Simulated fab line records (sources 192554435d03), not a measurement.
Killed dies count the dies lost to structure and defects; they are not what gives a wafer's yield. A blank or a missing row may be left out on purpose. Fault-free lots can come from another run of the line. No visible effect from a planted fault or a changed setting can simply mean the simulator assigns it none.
Which tool is to blame? | flow n5Finfet | Sampling: 6 lots, 18 wafers, 2 of 1938 route steps

## WHAT THE GAUGES READ, wafer by wafer
N5_PASSIVATION_CD_MEAS_10: target cd 3000 nm.
lot  | measured     | on       | cdNm (nm)
L554 | day 13 01:38 | cdSem-02 | 3003.3 3004.3 3002.7
L553 | day 13 10:10 | cdSem-02 | 2999.1 3001.0 2999.6
L557 | day 14 06:24 | cdSem-03 | 3002.6 3002.1 3002.7
L567 | day 16 18:31 | cdSem-03 | 3000.5 3000.8 3000.3
L568 | day 16 23:46 | cdSem-02 | 3003.0 3001.1 3001.5
L572 | day 18 06:49 | cdSem-01 | 3002.0 3002.1 3003.3

## TOOL THAT RAN EACH LOT (tool first, then ch and the chambers of the sampled wafers, then the start)
lot  | N5_MIM_BOT_ETCH_ETCH_03
L554 | rieMetal-02 ch 0, day 12 23:47
L553 | rieMetal-03 ch 0,1, day 13 07:29
L557 | rieMetal-01 ch 0, day 14 04:56
L567 | rieMetal-01 ch 0,1, day 16 15:59
L568 | rieMetal-03 ch 0,1, day 16 21:01
L572 | rieMetal-03 ch 1, day 18 03:10
- N5_MIM_BOT_ETCH_ETCH_03: etches the open film in Cl2/BCl3, target depth 12 nm.

## THE ANSWER, worked out from the rows above alone
Rule: the usual values come from the lots themselves. Put in order of their means at a reading, lots are off if they are a third of the lots or fewer, leave a main group of 4 or more, and stand apart from it by a gap of 3 or more times the standard deviation of the main group's means; of several such gaps the widest counts. Not used: any main group whose means are identical at the precision the tables above print for the reading. A lot without any number at a reading at which 4 lots or more have one is off too. The other lots that the step has rows for count as sound.
Across all readings shown, no lot is off: no conclusion can be drawn from this.

## WHAT THE SIMULATOR PUT IN
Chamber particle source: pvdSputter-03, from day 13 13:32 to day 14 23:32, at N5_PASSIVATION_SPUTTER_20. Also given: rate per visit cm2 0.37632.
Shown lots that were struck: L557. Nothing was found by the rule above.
